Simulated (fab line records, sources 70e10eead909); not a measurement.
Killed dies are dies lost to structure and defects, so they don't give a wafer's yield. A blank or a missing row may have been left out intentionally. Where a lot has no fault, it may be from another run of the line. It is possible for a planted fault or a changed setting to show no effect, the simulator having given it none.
A lot that was struck, set against a sound lot || flow nand_harc || 38 out of 1159 route steps
Sound: these wafers, L143.1, L143.4, L143.6. Struck: wafer L147.3 (left out: L147.2, L147.6 of the same lot, which were not struck); the cause appears at the end.
For every step that has rows: the tool of each side, followed by ch and its chambers, followed by its first start. Under that, the readings that differ: sound wafers || struck wafers || difference of the means || sigmas: that difference in standard deviations of wafers without a fault.
alike: same words and numbers on both sides, and readings whose means sit less than 2 such deviations apart. not compared: any withheld reading, any reading some wafer has no value for, any bound like >300 that may hide the same value, and any number with overlapping values for which the record gives no deviation.
Wherever a step has rows on one side only, a row that says differs or no value, or a row with sigmas, the two part there. Non-overlapping numbers with no deviation appear without sigmas and do not part them. Lack of a reading on every wafer of one side parts them only where that side has two or more wafers.

first, 8 steps without rows for these wafers: NHARC_A_CHANNEL_HOLE_D1_COAT_36 (time 75 s); NHARC_A_CHANNEL_HOLE_D1_COAT_37 (time 65 s); NHARC_A_CHANNEL_HOLE_D1_COAT_04 (resist thk 90 nm); NHARC_A_CHANNEL_HOLE_D1_SOFTBAKE_05 (time 55 s); NHARC_A_CHANNEL_HOLE_D1_EBR_06; NHARC_A_CHANNEL_HOLE_D1_EXPOSE_07 (exposes mask HOLE D1, target cd 100 nm); NHARC_A_CHANNEL_HOLE_D1_PEB_08 (peb time 65 s); NHARC_A_CHANNEL_HOLE_D1_DEVELOP_09 (develop time 35 s).
NHARC_A_CHANNEL_HOLE_D1_CD_MEAS_10: target cd 100 nm.
  sound on cd_sem-03 ch 0, day 9 02:10; struck on cd_sem-01 ch 0, day 9 21:34
  alike: cd_nm
NHARC_A_CHANNEL_HOLE_D1_OVL_MEAS_11:
  sound: overlay-01 at day 9 02:16; struck: overlay-02 at day 9 21:40
  alike: overlay_x_nm, overlay_y_nm
NHARC_A_CHANNEL_HOLE_D1_INSPECT_12:
  sound: defect_inspect-01 at day 9 02:18; struck: defect_inspect-02 at day 9 21:41
  alike: raw_defect_count
then, 1 step without rows for these wafers: NHARC_A_CHANNEL_HOLE_D1_DESCUM_15 (chemistry O2, time 3 s).
NHARC_A_CHANNEL_HOLE_D1_ETCH_38: etches the open film in CF4, target depth 39 nm, time 65 s.
  sound on rie_diel-02 ch 0,1,3, day 9 02:27; struck on rie_diel-06 ch 0, day 9 21:50
  alike: drypump_motor_current_A, oes_product_au, rf_vpp_V, showerhead_plenum_p_Torr, throttle_valve_pct
  not compared: rf_hours_counter_h
then, 1 step without rows for these wafers: NHARC_A_CHANNEL_HOLE_D1_ETCH_39 (etches the open film in N2/H2, target depth 260 nm, time 325 s).
NHARC_A_CHANNEL_HOLE_D1_ETCH_34: etches the open film in CF4/CHF3, target depth 154 nm, time 77 s.
  sound on rie_diel-02 ch 0,1,3; struck on rie_diel-06 ch 1
{"reading": "oes_product_au (a.u.)", "sound": "0.972 0.978 0.969", "struck": 0.919, "difference": -0.054, "sigmas": -2}
  alike: drypump_motor_current_A, rf_vpp_V, showerhead_plenum_p_Torr, throttle_valve_pct
  not compared: rf_hours_counter_h
then, 1 step without rows for these wafers: NHARC_A_CHANNEL_HOLE_D1_ETCH_16 (etches the open film in O2/COS, target depth 3100 nm, time 806 s).
NHARC_A_CHANNEL_HOLE_D1_CD_MEAS_18:
  sound: cd_sem-01 at day 9 03:29; struck: cd_sem-01 at day 9 22:52
  alike: cd_nm
then, 2 steps without rows for these wafers: NHARC_A_CHANNEL_HOLE_D1_ETCH_19 (etches the open film in C4F8/O2/Ar, time 34.5 s); NHARC_A_CHANNEL_HOLE_D1_ETCH_20 (etches the open film in C4F8/O2/Ar, time 361.9 s, target depth 1600 nm).
NHARC_A_CHANNEL_HOLE_D1_ETCH_21: etches the open film in C4F8/O2/Ar, time 514.3 s, target depth 1600 nm.
  sound on har_etch-02 ch 0,1, day 9 03:59; struck on har_etch-01 ch 0, day 9 23:26
{"reading": "showerhead_plenum_p_Torr (Torr)", "sound": "3.87 3.87 3.87", "struck": 3.60, "difference": -0.27, "sigmas": -2}
{"reading": "throttle_valve_pct (%)", "sound": "32.144 32.146 32.156", "struck": 32.131, "difference": -0.018, "sigmas": -2}
  alike: drypump_motor_current_A, esc_clamp_current_uA
  not compared: rf_hours_counter_h
NHARC_A_CHANNEL_HOLE_D1_ETCH_22: etches the open film in C4F8/O2/Ar, time 666.7 s, target depth 1600 nm.
  sound on har_etch-02 ch 0,1, day 9 04:26; struck on har_etch-01 ch 0, day 9 23:54
{"reading": "showerhead_plenum_p_Torr (Torr)", "sound": "3.87 3.87 3.87", "struck": 3.60, "difference": -0.27, "sigmas": -2}
  alike: drypump_motor_current_A, esc_clamp_current_uA, throttle_valve_pct
  not compared: rf_hours_counter_h
then, 2 steps without rows for these wafers: NHARC_A_CHANNEL_HOLE_D1_ETCH_23 (etches the open film in C4F8/O2/Ar, time 819 s, target depth 1600 nm); NHARC_A_CHANNEL_HOLE_D1_ETCH_24 (etches the open film in C4F8/O2/Ar, time 906.2 s, target depth 1500 nm).
NHARC_A_CHANNEL_HOLE_D1_ETCH_25: etches the open film in C4F8/O2/Ar, time 1040.2 s, target depth 1500 nm.
  sound on har_etch-02 ch 0,1, day 9 06:27; struck on har_etch-01 ch 0, day 10 01:58
{"reading": "showerhead_plenum_p_Torr (Torr)", "sound": "3.86 3.86 3.86", "struck": 3.59, "difference": -0.27, "sigmas": -2}
  alike: drypump_motor_current_A, esc_clamp_current_uA, throttle_valve_pct
  not compared: rf_hours_counter_h
NHARC_A_CHANNEL_HOLE_D1_ETCH_26: etches the open film in C4F8/O2/Ar, time 224.1 s, target depth 300 nm.
  sound on har_etch-02 ch 0,1, day 9 07:20; struck on har_etch-01 ch 0, day 10 02:44
{"reading": "showerhead_plenum_p_Torr (Torr)", "sound": "3.92 3.92 3.92", "struck": 3.64, "difference": -0.28, "sigmas": -2}
  alike: drypump_motor_current_A, esc_clamp_current_uA, throttle_valve_pct
  not compared: rf_hours_counter_h
then, 8 steps without rows for these wafers: NHARC_A_CHANNEL_HOLE_D1_ETCH_33 (etches the open film in C4F8/O2/Ar, time 90 s, target depth 400 nm); NHARC_A_CHANNEL_HOLE_D1_STRIP_41 (strips in N2/H2); NHARC_A_CHANNEL_HOLE_D1_STRIP_42 (strips in CF4/CHF3); NHARC_A_CHANNEL_HOLE_D1_STRIP_43 (strips in O2/COS); NHARC_A_CHANNEL_HOLE_D1_ETCH_44 (etches the open film in CF4/O2, target depth 140 nm, overetch 14 nm, time 77 s); NHARC_A_CHANNEL_HOLE_D1_STRIP_27 (strips in O2); NHARC_A_CHANNEL_HOLE_D1_PRECLEAN_28 (cleans in SC1); NHARC_A_CHANNEL_HOLE_D1_SRD_29.
NHARC_A_CHANNEL_HOLE_D1_CD_MEAS_30:
  sound: cd_sem-02 at day 9 09:05; struck: cd_sem-01 at day 10 04:59
  alike: cd_nm
then, 1 step without rows for these wafers: NHARC_A_CHANNEL_HOLE_D1_XSEM_31.
NHARC_A_CHANNEL_HOLE_D1_INSPECT_40:
  sound: defect_inspect-02 at day 9 09:17; struck: defect_inspect-02 at day 10 05:10
{"reading": "raw_defect_count", "sound": "57 50 57", "struck": 419, "difference": "+364", "sigmas": "+24"}
then, 1 step without rows for these wafers: NHARC_A_CHANNEL_FILL_D1_PRECLEAN_00 (cleans in SC1).
-- the record jumps here: 11 days lie between the struck wafers' starts before and after (it left off in module A_CHANNEL_FILL_D1 and takes up again in module END, whose first step shown is number 1159 of the route) --
NHARC_END_SORT_01:
  the record has rows for the struck wafers here (prober-02 ch 0, day 21 02:13) and none for the sound ones

WHERE THEY PART
At NHARC_A_CHANNEL_HOLE_D1_ETCH_34 first; at NHARC_END_SORT_01 last (within this record only).

WHY: what the simulator had put in
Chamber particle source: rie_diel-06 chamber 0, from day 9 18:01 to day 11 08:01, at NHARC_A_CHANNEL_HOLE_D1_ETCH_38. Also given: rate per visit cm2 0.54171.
